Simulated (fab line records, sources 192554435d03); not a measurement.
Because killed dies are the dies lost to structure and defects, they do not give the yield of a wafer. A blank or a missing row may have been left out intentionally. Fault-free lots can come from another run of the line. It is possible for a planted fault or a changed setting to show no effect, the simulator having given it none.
fab line records || flow n5_finfet || part 2 of 2: steps 23 to 32 of 32
[record] {"lots": 5, "wafers": 15, "last_day": 16}
route steps=1938 shown BEOL_M5@1176 BEOL_M6@1194
lots with no fault: from the same line, run without faults
start_h: hours from the record's first day to the start of the lot's first wafer shown || wait_h: time in hours since the lot's previous step || " same as the row above || L1.1+2: a row that stands for several wafers || - no value, or no start was given || * or withheld: withheld || < > ~ a bound
route shown NAME@n: a module of which the file shows steps, and the number in the route of the first || usual: average and standard deviation across the fault-free wafers || same: alike in all rows || chamber/n: place in a boat || sites: each site's reading || _std_site: how widely they spread, as a standard deviation || _edge_site: outer sites' mean less inner sites' || radius_mm: for every site, how far away it sits from the centre of the wafer || mask NAME#n: copy n || behind: the last tool/chamber to shape the wafer || hold: why the lot was held/for how many hours/how that ended || device: names the non-switching transistor (n, p or np) || end of line: at the end of the route, the tests of the same wafers || where a step has no rows: the recipe by itself || killed: dies that structure and defects cost at the first sort, which is not the same as the wafer's yield || map: the dies of a wafer, with x for killed, . for not killed, _ for no die there
set.NAME: the setting as run; set.NAME@STEP: as run at that earlier step || model.NAME: the simulator's own value behind a step, which no gauge read
a table for each step, a row for each wafer; lots at some steps of the route
services: a tool's chamber out of use, with start hour (start_h, from the record's first day; less than 0 if before it), hours out, and reason
[[steps]]
[step N5_BEOL_M6_HM_DEP_02]
[recipe] {"material": "TiN", "target_thk_a": 200, "temp_c": 25, "chamber_pressure_pa": 0.49996}
[usual] {"throttle_valve_pct": "29.9/1.1"}
{"lot.wafer": "L076.1", "tool": "pvd_sputter-01", "chamber": "-", "start_h": 182.70, "wait_h": 1.0, "throttle_valve_pct": 29.7}
{"lot.wafer": "L076.2", "tool": "pvd_sputter-01", "chamber": "-", "start_h": 182.70, "wait_h": 1.0, "throttle_valve_pct": 29.0}
{"lot.wafer": "L076.5", "tool": "pvd_sputter-01", "chamber": "-", "start_h": 182.70, "wait_h": 1.0, "throttle_valve_pct": 29.3}
{"lot.wafer": "L077.1", "tool": "pvd_sputter-03", "chamber": "-", "start_h": 210.24, "wait_h": 1.2, "throttle_valve_pct": 30.1}
{"lot.wafer": "L077.2", "tool": "pvd_sputter-03", "chamber": "-", "start_h": 210.24, "wait_h": 1.2, "throttle_valve_pct": 30.0}
{"lot.wafer": "L077.5", "tool": "pvd_sputter-03", "chamber": "-", "start_h": 210.24, "wait_h": 1.2, "throttle_valve_pct": 28.6}
{"lot.wafer": "L089.1", "tool": "pvd_sputter-01", "chamber": "-", "start_h": 278.04, "wait_h": 1.1, "throttle_valve_pct": 31.2}
{"lot.wafer": "L089.3", "tool": "pvd_sputter-01", "chamber": "-", "start_h": 278.04, "wait_h": 1.1, "throttle_valve_pct": 29.2}
{"lot.wafer": "L089.5", "tool": "pvd_sputter-01", "chamber": "-", "start_h": 278.04, "wait_h": 1.1, "throttle_valve_pct": 30.5}
{"lot.wafer": "L091.3", "tool": "pvd_sputter-03", "chamber": "-", "start_h": 287.05, "wait_h": 0.4, "throttle_valve_pct": 30.1}
{"lot.wafer": "L091.4", "tool": "pvd_sputter-03", "chamber": "-", "start_h": 287.05, "wait_h": 0.4, "throttle_valve_pct": 30.2}
{"lot.wafer": "L091.5", "tool": "pvd_sputter-03", "chamber": "-", "start_h": 287.05, "wait_h": 0.4, "throttle_valve_pct": 30.2}
{"lot.wafer": "L093.1", "tool": "pvd_sputter-02", "chamber": "-", "start_h": 300.58, "wait_h": 0.9, "throttle_valve_pct": 27.9}
{"lot.wafer": "L093.3", "tool": "pvd_sputter-02", "chamber": "-", "start_h": 300.58, "wait_h": 0.9, "throttle_valve_pct": 32.2}
{"lot.wafer": "L093.6", "tool": "pvd_sputter-02", "chamber": "-", "start_h": 300.58, "wait_h": 0.9, "throttle_valve_pct": 30.4}
[step N5_BEOL_M6_COAT_59]
[recipe] {"resist": "SOC", "temp_c": 250, "time_s": 60, "spin_rpm": 1500, "resist_thk_nm": 100}
[usual] {"chill_plate_temp_C": "22.98/0.098", "spin_speed_rpm": "1500.1/1.1"}
[same] {"time_s": 60}
{"lot.wafer": "L076.1", "tool": "litho_track-04", "chamber": 0, "start_h": 182.84, "wait_h": 0.1, "chill_plate_temp_C": 22.96, "spin_speed_rpm": 1499.2}
{"lot.wafer": "L076.2", "tool": "litho_track-04", "chamber": 0, "start_h": 182.84, "wait_h": 0.1, "chill_plate_temp_C": 22.82, "spin_speed_rpm": 1500.4}
{"lot.wafer": "L076.5", "tool": "litho_track-04", "chamber": 0, "start_h": 182.84, "wait_h": 0.1, "chill_plate_temp_C": 22.71, "spin_speed_rpm": 1500.8}
{"lot.wafer": "L077.1", "tool": "litho_track-02", "chamber": 0, "start_h": 210.36, "wait_h": 0.1, "chill_plate_temp_C": 22.86, "spin_speed_rpm": 1502.0}
{"lot.wafer": "L077.2", "tool": "litho_track-02", "chamber": 0, "start_h": 210.36, "wait_h": 0.1, "chill_plate_temp_C": 22.88, "spin_speed_rpm": 1497.8}
{"lot.wafer": "L077.5", "tool": "litho_track-02", "chamber": 0, "start_h": 210.36, "wait_h": 0.1, "chill_plate_temp_C": 22.72, "spin_speed_rpm": 1499.9}
{"lot.wafer": "L089.1", "tool": "litho_track-04", "chamber": 0, "start_h": 278.17, "wait_h": 0.1, "chill_plate_temp_C": 23.17, "spin_speed_rpm": 1500.7}
{"lot.wafer": "L089.3", "tool": "litho_track-04", "chamber": 0, "start_h": 278.17, "wait_h": 0.1, "chill_plate_temp_C": 23.07, "spin_speed_rpm": 1499.4}
{"lot.wafer": "L089.5", "tool": "litho_track-04", "chamber": 0, "start_h": 278.17, "wait_h": 0.1, "chill_plate_temp_C": 23.13, "spin_speed_rpm": 1500.3}
{"lot.wafer": "L091.3", "tool": "litho_track-04", "chamber": 0, "start_h": 287.17, "wait_h": 0.1, "chill_plate_temp_C": 22.99, "spin_speed_rpm": 1502.4}
{"lot.wafer": "L091.4", "tool": "litho_track-04", "chamber": 0, "start_h": 287.17, "wait_h": 0.1, "chill_plate_temp_C": 23.00, "spin_speed_rpm": 1500.9}
{"lot.wafer": "L091.5", "tool": "litho_track-04", "chamber": 0, "start_h": 287.17, "wait_h": 0.1, "chill_plate_temp_C": 22.97, "spin_speed_rpm": 1502.0}
{"lot.wafer": "L093.1", "tool": "litho_track-03", "chamber": 0, "start_h": 300.70, "wait_h": 0.1, "chill_plate_temp_C": 23.01, "spin_speed_rpm": 1499.3}
{"lot.wafer": "L093.3", "tool": "litho_track-03", "chamber": 0, "start_h": 300.70, "wait_h": 0.1, "chill_plate_temp_C": 22.78, "spin_speed_rpm": 1501.1}
{"lot.wafer": "L093.6", "tool": "litho_track-03", "chamber": 0, "start_h": 300.70, "wait_h": 0.1, "chill_plate_temp_C": 22.95, "spin_speed_rpm": 1498.5}
[step N5_BEOL_M6_COAT_60]
[recipe] {"resist": "SiARC", "temp_c": 220, "time_s": 60, "spin_rpm": 1500, "resist_thk_nm": 35}
[usual] {"chill_plate_temp_C": "23.02/0.1", "spin_speed_rpm": "1500.0/1.1"}
[same] {"time_s": 60}
{"lot.wafer": "L076.1", "tool": "litho_track-04", "chamber": 0, "start_h": "-", "wait_h": "-", "chill_plate_temp_C": 23.12, "spin_speed_rpm": 1498.3}
{"lot.wafer": "L076.2", "tool": "litho_track-04", "chamber": 0, "start_h": "-", "wait_h": "-", "chill_plate_temp_C": 23.19, "spin_speed_rpm": 1499.4}
{"lot.wafer": "L076.5", "tool": "litho_track-04", "chamber": 0, "start_h": "-", "wait_h": "-", "chill_plate_temp_C": 23.05, "spin_speed_rpm": 1498.3}
{"lot.wafer": "L077.1", "tool": "litho_track-02", "chamber": 0, "start_h": "-", "wait_h": "-", "chill_plate_temp_C": 22.96, "spin_speed_rpm": 1499.7}
{"lot.wafer": "L077.2", "tool": "litho_track-02", "chamber": 0, "start_h": "-", "wait_h": "-", "chill_plate_temp_C": 23.14, "spin_speed_rpm": 1500.1}
{"lot.wafer": "L077.5", "tool": "litho_track-02", "chamber": 0, "start_h": "-", "wait_h": "-", "chill_plate_temp_C": 23.13, "spin_speed_rpm": 1500.5}
{"lot.wafer": "L089.1", "tool": "litho_track-04", "chamber": 0, "start_h": "-", "wait_h": "-", "chill_plate_temp_C": 22.87, "spin_speed_rpm": 1499.5}
{"lot.wafer": "L089.3", "tool": "litho_track-04", "chamber": 0, "start_h": "-", "wait_h": "-", "chill_plate_temp_C": 22.89, "spin_speed_rpm": 1499.0}
{"lot.wafer": "L089.5", "tool": "litho_track-04", "chamber": 0, "start_h": "-", "wait_h": "-", "chill_plate_temp_C": 23.03, "spin_speed_rpm": 1500.2}
{"lot.wafer": "L091.3", "tool": "litho_track-04", "chamber": 0, "start_h": "-", "wait_h": "-", "chill_plate_temp_C": 23.00, "spin_speed_rpm": 1500.2}
{"lot.wafer": "L091.4", "tool": "litho_track-04", "chamber": 0, "start_h": "-", "wait_h": "-", "chill_plate_temp_C": 22.95, "spin_speed_rpm": 1497.7}
{"lot.wafer": "L091.5", "tool": "litho_track-04", "chamber": 0, "start_h": "-", "wait_h": "-", "chill_plate_temp_C": 22.88, "spin_speed_rpm": 1500.9}
{"lot.wafer": "L093.1", "tool": "litho_track-03", "chamber": 0, "start_h": "-", "wait_h": "-", "chill_plate_temp_C": 22.75, "spin_speed_rpm": 1499.7}
{"lot.wafer": "L093.3", "tool": "litho_track-03", "chamber": 0, "start_h": "-", "wait_h": "-", "chill_plate_temp_C": 22.87, "spin_speed_rpm": 1501.8}
{"lot.wafer": "L093.6", "tool": "litho_track-03", "chamber": 0, "start_h": "-", "wait_h": "-", "chill_plate_temp_C": 22.93, "spin_speed_rpm": 1500.1}
[step N5_BEOL_M6_COAT_05]
[recipe] {"resist": "CAR-ArF", "spin_rpm": 1500, "resist_thk_nm": 90}
[usual] {"chill_plate_temp_C": "23.01/0.11", "spin_speed_rpm": "1500.0/1"}
{"lot.wafer": "L076.1", "tool": "litho_track-04", "chamber": 0, "start_h": "-", "wait_h": "-", "chill_plate_temp_C": 23.06, "spin_speed_rpm": 1500.9}
{"lot.wafer": "L076.2", "tool": "litho_track-04", "chamber": 0, "start_h": "-", "wait_h": "-", "chill_plate_temp_C": 22.95, "spin_speed_rpm": 1499.9}
{"lot.wafer": "L076.5", "tool": "litho_track-04", "chamber": 0, "start_h": "-", "wait_h": "-", "chill_plate_temp_C": 23.03, "spin_speed_rpm": 1498.9}
{"lot.wafer": "L077.1", "tool": "litho_track-02", "chamber": 0, "start_h": "-", "wait_h": "-", "chill_plate_temp_C": 23.08, "spin_speed_rpm": 1501.6}
{"lot.wafer": "L077.2", "tool": "litho_track-02", "chamber": 0, "start_h": "-", "wait_h": "-", "chill_plate_temp_C": 23.09, "spin_speed_rpm": 1500.0}
{"lot.wafer": "L077.5", "tool": "litho_track-02", "chamber": 0, "start_h": "-", "wait_h": "-", "chill_plate_temp_C": 22.87, "spin_speed_rpm": 1500.3}
{"lot.wafer": "L089.1", "tool": "litho_track-04", "chamber": 0, "start_h": "-", "wait_h": "-", "chill_plate_temp_C": 22.88, "spin_speed_rpm": 1500.5}
{"lot.wafer": "L089.3", "tool": "litho_track-04", "chamber": 0, "start_h": "-", "wait_h": "-", "chill_plate_temp_C": 23.08, "spin_speed_rpm": 1499.9}
{"lot.wafer": "L089.5", "tool": "litho_track-04", "chamber": 0, "start_h": "-", "wait_h": "-", "chill_plate_temp_C": 22.94, "spin_speed_rpm": 1501.2}
{"lot.wafer": "L091.3", "tool": "litho_track-04", "chamber": 0, "start_h": "-", "wait_h": "-", "chill_plate_temp_C": 22.87, "spin_speed_rpm": 1500.1}
{"lot.wafer": "L091.4", "tool": "litho_track-04", "chamber": 0, "start_h": "-", "wait_h": "-", "chill_plate_temp_C": 23.03, "spin_speed_rpm": 1498.8}
{"lot.wafer": "L091.5", "tool": "litho_track-04", "chamber": 0, "start_h": "-", "wait_h": "-", "chill_plate_temp_C": 22.86, "spin_speed_rpm": 1498.2}
{"lot.wafer": "L093.1", "tool": "litho_track-03", "chamber": 0, "start_h": "-", "wait_h": "-", "chill_plate_temp_C": 22.98, "spin_speed_rpm": 1499.2}
{"lot.wafer": "L093.3", "tool": "litho_track-03", "chamber": 0, "start_h": "-", "wait_h": "-", "chill_plate_temp_C": 22.87, "spin_speed_rpm": 1501.4}
{"lot.wafer": "L093.6", "tool": "litho_track-03", "chamber": 0, "start_h": "-", "wait_h": "-", "chill_plate_temp_C": 22.97, "spin_speed_rpm": 1499.2}
[step N5_BEOL_M6_EBR_07]
[recipe] {"solvent": "PGMEA", "ebr_width_mm": 1.5}
[usual] {"chill_plate_temp_C": "23.01/0.1"}
{"lot.wafer": "L076.1", "tool": "litho_track-04", "chamber": 0, "start_h": "-", "wait_h": "-", "chill_plate_temp_C": 22.87}
{"lot.wafer": "L076.2", "tool": "litho_track-04", "chamber": 0, "start_h": "-", "wait_h": "-", "chill_plate_temp_C": 23.00}
{"lot.wafer": "L076.5", "tool": "litho_track-04", "chamber": 0, "start_h": "-", "wait_h": "-", "chill_plate_temp_C": 22.92}
{"lot.wafer": "L077.1", "tool": "litho_track-02", "chamber": 0, "start_h": "-", "wait_h": "-", "chill_plate_temp_C": 23.07}
{"lot.wafer": "L077.2", "tool": "litho_track-02", "chamber": 0, "start_h": "-", "wait_h": "-", "chill_plate_temp_C": 22.98}
{"lot.wafer": "L077.5", "tool": "litho_track-02", "chamber": 0, "start_h": "-", "wait_h": "-", "chill_plate_temp_C": 22.81}
{"lot.wafer": "L089.1", "tool": "litho_track-04", "chamber": 0, "start_h": "-", "wait_h": "-", "chill_plate_temp_C": 22.99}
{"lot.wafer": "L089.3", "tool": "litho_track-04", "chamber": 0, "start_h": "-", "wait_h": "-", "chill_plate_temp_C": 23.22}
{"lot.wafer": "L089.5", "tool": "litho_track-04", "chamber": 0, "start_h": "-", "wait_h": "-", "chill_plate_temp_C": 22.90}
{"lot.wafer": "L091.3", "tool": "litho_track-04", "chamber": 0, "start_h": "-", "wait_h": "-", "chill_plate_temp_C": 23.17}
{"lot.wafer": "L091.4", "tool": "litho_track-04", "chamber": 0, "start_h": "-", "wait_h": "-", "chill_plate_temp_C": 23.11}
{"lot.wafer": "L091.5", "tool": "litho_track-04", "chamber": 0, "start_h": "-", "wait_h": "-", "chill_plate_temp_C": 22.97}
{"lot.wafer": "L093.1", "tool": "litho_track-03", "chamber": 0, "start_h": "-", "wait_h": "-", "chill_plate_temp_C": 22.92}
{"lot.wafer": "L093.3", "tool": "litho_track-03", "chamber": 0, "start_h": "-", "wait_h": "-", "chill_plate_temp_C": 22.97}
{"lot.wafer": "L093.6", "tool": "litho_track-03", "chamber": 0, "start_h": "-", "wait_h": "-", "chill_plate_temp_C": 23.10}
[step N5_BEOL_M6_SOFTBAKE_06]
[recipe] {"temp_c": 110, "time_s": 60, "resist": "CAR-ArF"}
[usual] {"chill_plate_temp_C": "23.00/0.12"}
[same] {"time_s": 60}
{"lot.wafer": "L076.1", "tool": "litho_track-04", "chamber": 0, "start_h": "-", "wait_h": "-", "chill_plate_temp_C": 22.94}
{"lot.wafer": "L076.2", "tool": "litho_track-04", "chamber": 0, "start_h": "-", "wait_h": "-", "chill_plate_temp_C": 23.01}
{"lot.wafer": "L076.5", "tool": "litho_track-04", "chamber": 0, "start_h": "-", "wait_h": "-", "chill_plate_temp_C": 23.12}
{"lot.wafer": "L077.1", "tool": "litho_track-02", "chamber": 0, "start_h": "-", "wait_h": "-", "chill_plate_temp_C": 23.13}
{"lot.wafer": "L077.2", "tool": "litho_track-02", "chamber": 0, "start_h": "-", "wait_h": "-", "chill_plate_temp_C": 22.96}
{"lot.wafer": "L077.5", "tool": "litho_track-02", "chamber": 0, "start_h": "-", "wait_h": "-", "chill_plate_temp_C": 23.11}
{"lot.wafer": "L089.1", "tool": "litho_track-04", "chamber": 0, "start_h": "-", "wait_h": "-", "chill_plate_temp_C": 22.98}
{"lot.wafer": "L089.3", "tool": "litho_track-04", "chamber": 0, "start_h": "-", "wait_h": "-", "chill_plate_temp_C": 22.96}
{"lot.wafer": "L089.5", "tool": "litho_track-04", "chamber": 0, "start_h": "-", "wait_h": "-", "chill_plate_temp_C": 22.89}
{"lot.wafer": "L091.3", "tool": "litho_track-04", "chamber": 0, "start_h": "-", "wait_h": "-", "chill_plate_temp_C": 23.16}
{"lot.wafer": "L091.4", "tool": "litho_track-04", "chamber": 0, "start_h": "-", "wait_h": "-", "chill_plate_temp_C": 23.12}
{"lot.wafer": "L091.5", "tool": "litho_track-04", "chamber": 0, "start_h": "-", "wait_h": "-", "chill_plate_temp_C": 23.08}
{"lot.wafer": "L093.1", "tool": "litho_track-03", "chamber": 0, "start_h": "-", "wait_h": "-", "chill_plate_temp_C": 23.12}
{"lot.wafer": "L093.3", "tool": "litho_track-03", "chamber": 0, "start_h": "-", "wait_h": "-", "chill_plate_temp_C": 23.06}
{"lot.wafer": "L093.6", "tool": "litho_track-03", "chamber": 0, "start_h": "-", "wait_h": "-", "chill_plate_temp_C": 23.16}
[step N5_BEOL_M6_EXPOSE_08]
[recipe] {"mask_id": "M6", "na": 1.35, "source_shape": "dipole", "sigma_inner": 0.817, "sigma_outer": 0.97, "polarization": "te", "dose_mj": 68.25}
{"lot.wafer": "L076.1+2+5", "tool": "arfi_scanner-02", "chamber": 0, "start_h": 182.95, "wait_h": "-", "mask": "M6#0"}
{"lot.wafer": "L077.1+2+5", "tool": "arfi_scanner-02", "chamber": 0, "start_h": 210.62, "wait_h": "-", "mask": "M6#0"}
{"lot.wafer": "L089.1+3+5", "tool": "arfi_scanner-02", "chamber": 0, "start_h": 278.41, "wait_h": "-", "mask": "M6#0"}
{"lot.wafer": "L091.3+4+5", "tool": "arfi_scanner-01", "chamber": 0, "start_h": 287.43, "wait_h": "-", "mask": "M6#0"}
{"lot.wafer": "L093.1+3+6", "tool": "arfi_scanner-03", "chamber": 0, "start_h": 300.95, "wait_h": "-", "mask": "M6#0"}
[step N5_BEOL_M6_PEB_09]
[recipe] {"peb_temp_c": "withheld", "peb_time_s": 60, "resist": "CAR-ArF"}
[usual] {"chill_plate_temp_C": "22.98/0.11"}
{"lot.wafer": "L076.1", "tool": "litho_track-02", "chamber": 0, "start_h": 183.02, "wait_h": 0.1, "chill_plate_temp_C": 22.69}
{"lot.wafer": "L076.2", "tool": "litho_track-02", "chamber": 0, "start_h": 183.02, "wait_h": 0.1, "chill_plate_temp_C": 22.84}
{"lot.wafer": "L076.5", "tool": "litho_track-02", "chamber": 0, "start_h": 183.02, "wait_h": 0.1, "chill_plate_temp_C": 22.93}
{"lot.wafer": "L077.1", "tool": "litho_track-02", "chamber": 0, "start_h": 210.68, "wait_h": 0.1, "chill_plate_temp_C": 23.03}
{"lot.wafer": "L077.2", "tool": "litho_track-02", "chamber": 0, "start_h": 210.68, "wait_h": 0.1, "chill_plate_temp_C": 23.03}
{"lot.wafer": "L077.5", "tool": "litho_track-02", "chamber": 0, "start_h": 210.68, "wait_h": 0.1, "chill_plate_temp_C": 22.95}
{"lot.wafer": "L089.1", "tool": "litho_track-02", "chamber": 0, "start_h": 278.47, "wait_h": 0.1, "chill_plate_temp_C": 23.26}
{"lot.wafer": "L089.3", "tool": "litho_track-02", "chamber": 0, "start_h": 278.47, "wait_h": 0.1, "chill_plate_temp_C": 23.00}
{"lot.wafer": "L089.5", "tool": "litho_track-02", "chamber": 0, "start_h": 278.47, "wait_h": 0.1, "chill_plate_temp_C": 23.08}
{"lot.wafer": "L091.3", "tool": "litho_track-04", "chamber": 0, "start_h": 287.48, "wait_h": 0.0, "chill_plate_temp_C": 22.97}
{"lot.wafer": "L091.4", "tool": "litho_track-04", "chamber": 0, "start_h": 287.48, "wait_h": 0.0, "chill_plate_temp_C": 23.03}
{"lot.wafer": "L091.5", "tool": "litho_track-04", "chamber": 0, "start_h": 287.48, "wait_h": 0.0, "chill_plate_temp_C": 22.87}
{"lot.wafer": "L093.1", "tool": "litho_track-04", "chamber": 0, "start_h": 301.01, "wait_h": 0.1, "chill_plate_temp_C": 22.88}
{"lot.wafer": "L093.3", "tool": "litho_track-04", "chamber": 0, "start_h": 301.01, "wait_h": 0.1, "chill_plate_temp_C": 22.97}
{"lot.wafer": "L093.6", "tool": "litho_track-04", "chamber": 0, "start_h": 301.01, "wait_h": 0.1, "chill_plate_temp_C": 23.04}
[step N5_BEOL_M6_DEVELOP_10]
[recipe] {"develop_time_s": 30, "developer": "TMAH", "resist": "CAR-ArF", "rinse_liquid": "diw", "dry": "air_spin", "dev_temp_c": 23}
[usual] {"chill_plate_temp_C": "22.98/0.091"}
{"lot.wafer": "L076.1", "tool": "litho_track-02", "chamber": 0, "start_h": "-", "wait_h": "-", "chill_plate_temp_C": 23.06}
{"lot.wafer": "L076.2", "tool": "litho_track-02", "chamber": 0, "start_h": "-", "wait_h": "-", "chill_plate_temp_C": 22.94}
{"lot.wafer": "L076.5", "tool": "litho_track-02", "chamber": 0, "start_h": "-", "wait_h": "-", "chill_plate_temp_C": 22.96}
{"lot.wafer": "L077.1", "tool": "litho_track-02", "chamber": 0, "start_h": "-", "wait_h": "-", "chill_plate_temp_C": 23.03}
{"lot.wafer": "L077.2", "tool": "litho_track-02", "chamber": 0, "start_h": "-", "wait_h": "-", "chill_plate_temp_C": 23.05}
{"lot.wafer": "L077.5", "tool": "litho_track-02", "chamber": 0, "start_h": "-", "wait_h": "-", "chill_plate_temp_C": 22.92}
{"lot.wafer": "L089.1", "tool": "litho_track-02", "chamber": 0, "start_h": "-", "wait_h": "-", "chill_plate_temp_C": 23.01}
{"lot.wafer": "L089.3", "tool": "litho_track-02", "chamber": 0, "start_h": "-", "wait_h": "-", "chill_plate_temp_C": 22.97}
{"lot.wafer": "L089.5", "tool": "litho_track-02", "chamber": 0, "start_h": "-", "wait_h": "-", "chill_plate_temp_C": 23.05}
{"lot.wafer": "L091.3", "tool": "litho_track-04", "chamber": 0, "start_h": "-", "wait_h": "-", "chill_plate_temp_C": 22.87}
{"lot.wafer": "L091.4", "tool": "litho_track-04", "chamber": 0, "start_h": "-", "wait_h": "-", "chill_plate_temp_C": 22.99}
{"lot.wafer": "L091.5", "tool": "litho_track-04", "chamber": 0, "start_h": "-", "wait_h": "-", "chill_plate_temp_C": 22.91}
{"lot.wafer": "L093.1", "tool": "litho_track-04", "chamber": 0, "start_h": "-", "wait_h": "-", "chill_plate_temp_C": 22.92}
{"lot.wafer": "L093.3", "tool": "litho_track-04", "chamber": 0, "start_h": "-", "wait_h": "-", "chill_plate_temp_C": 22.86}
{"lot.wafer": "L093.6", "tool": "litho_track-04", "chamber": 0, "start_h": "-", "wait_h": "-", "chill_plate_temp_C": 23.09}
[step N5_BEOL_M6_CD_MEAS_11]
[recipe] {"target_cd_nm": 38.5, "landing_energy_ev": 500, "detector": "se_inlens", "polarity": "opening"}
[usual] {"cd_nm": "38.2/0.62"}
{"lot.wafer": "L076.1", "tool": "cd_sem-02", "chamber": 0, "start_h": 183.08, "wait_h": "-", "cd_nm": 38.5}
{"lot.wafer": "L076.2", "tool": "cd_sem-02", "chamber": 0, "start_h": 183.08, "wait_h": "-", "cd_nm": 38.2}
{"lot.wafer": "L076.5", "tool": "cd_sem-02", "chamber": 0, "start_h": 183.08, "wait_h": "-", "cd_nm": 38.3}
{"lot.wafer": "L077.1", "tool": "cd_sem-03", "chamber": 0, "start_h": 210.75, "wait_h": "-", "cd_nm": 38.8}
{"lot.wafer": "L077.2", "tool": "cd_sem-03", "chamber": 0, "start_h": 210.75, "wait_h": "-", "cd_nm": 39.5}
{"lot.wafer": "L077.5", "tool": "cd_sem-03", "chamber": 0, "start_h": 210.75, "wait_h": "-", "cd_nm": 38.7}
{"lot.wafer": "L089.1", "tool": "cd_sem-03", "chamber": 0, "start_h": 278.54, "wait_h": "-", "cd_nm": 37.3}
{"lot.wafer": "L089.3", "tool": "cd_sem-03", "chamber": 0, "start_h": 278.54, "wait_h": "-", "cd_nm": 37.9}
{"lot.wafer": "L089.5", "tool": "cd_sem-03", "chamber": 0, "start_h": 278.54, "wait_h": "-", "cd_nm": 38.0}
{"lot.wafer": "L091.3", "tool": "cd_sem-02", "chamber": 0, "start_h": 287.55, "wait_h": "-", "cd_nm": 37.7}
{"lot.wafer": "L091.4", "tool": "cd_sem-02", "chamber": 0, "start_h": 287.55, "wait_h": "-", "cd_nm": 37.8}
{"lot.wafer": "L091.5", "tool": "cd_sem-02", "chamber": 0, "start_h": 287.55, "wait_h": "-", "cd_nm": 38.2}
{"lot.wafer": "L093.1", "tool": "cd_sem-01", "chamber": 0, "start_h": 301.07, "wait_h": "-", "cd_nm": 38.6}
{"lot.wafer": "L093.3", "tool": "cd_sem-01", "chamber": 0, "start_h": 301.07, "wait_h": "-", "cd_nm": 38.6}
{"lot.wafer": "L093.6", "tool": "cd_sem-01", "chamber": 0, "start_h": 301.07, "wait_h": "-", "cd_nm": 38.7}
[[services]]
{"tool": "arfi_scanner-03", "chamber": "-", "start_h": 157.57, "hours": 1.0, "kind": "pm"}
{"tool": "cmp-02", "chamber": "-", "start_h": 161.59, "hours": 4.0, "kind": "pm"}
{"tool": "arfi_scanner-01", "chamber": "-", "start_h": 162.29, "hours": 1.0, "kind": "pm"}
{"tool": "arfi_scanner-03", "chamber": "-", "start_h": 165.69, "hours": 0.8, "kind": "pm"}
{"tool": "arfi_scanner-01", "chamber": "-", "start_h": 165.74, "hours": 0.4, "kind": "repair"}
{"tool": "pecvd-04", "chamber": "-", "start_h": 168.14, "hours": 0.8, "kind": "repair"}
{"tool": "ecd_cu-01", "chamber": "-", "start_h": 174.19, "hours": 1.2, "kind": "repair"}
{"tool": "cmp-02", "chamber": "-", "start_h": 174.42, "hours": 6.1, "kind": "pm"}
{"tool": "uv_cure-03", "chamber": "-", "start_h": 177.67, "hours": 2.8, "kind": "pm"}
{"tool": "cmp-02", "chamber": "-", "start_h": 183.13, "hours": 0.8, "kind": "repair"}
{"tool": "cvd_co-02", "chamber": "-", "start_h": 198.93, "hours": 0.9, "kind": "repair"}
{"tool": "arfi_scanner-02", "chamber": "-", "start_h": 223.25, "hours": 1.2, "kind": "repair"}
{"tool": "cmp-03", "chamber": "-", "start_h": 238.49, "hours": 1.3, "kind": "repair"}
{"tool": "cmp-02", "chamber": "-", "start_h": 239.66, "hours": 0.5, "kind": "repair"}
{"tool": "cmp-03", "chamber": "-", "start_h": 245.04, "hours": 4.0, "kind": "pm"}
{"tool": "pecvd-02", "chamber": 0, "start_h": 251.39, "hours": 5.1, "kind": "repair"}
{"tool": "uv_cure-03", "chamber": "-", "start_h": 256.48, "hours": 1.0, "kind": "pm"}
{"tool": "arfi_scanner-02", "chamber": "-", "start_h": 256.64, "hours": 1.3, "kind": "pm"}
{"tool": "cvd_co-01", "chamber": 1, "start_h": 260.15, "hours": 4.1, "kind": "repair"}
{"tool": "cmp-02", "chamber": "-", "start_h": 267.38, "hours": 1.9, "kind": "repair"}
{"tool": "arfi_scanner-02", "chamber": "-", "start_h": 276.52, "hours": 1.0, "kind": "pm"}
{"tool": "cmp-02", "chamber": "-", "start_h": 287.51, "hours": 1.1, "kind": "repair"}
{"tool": "cmp-02", "chamber": "-", "start_h": 289.55, "hours": 2.3, "kind": "repair"}
{"tool": "pecvd-01", "chamber": "-", "start_h": 297.19, "hours": 1.4, "kind": "repair"}
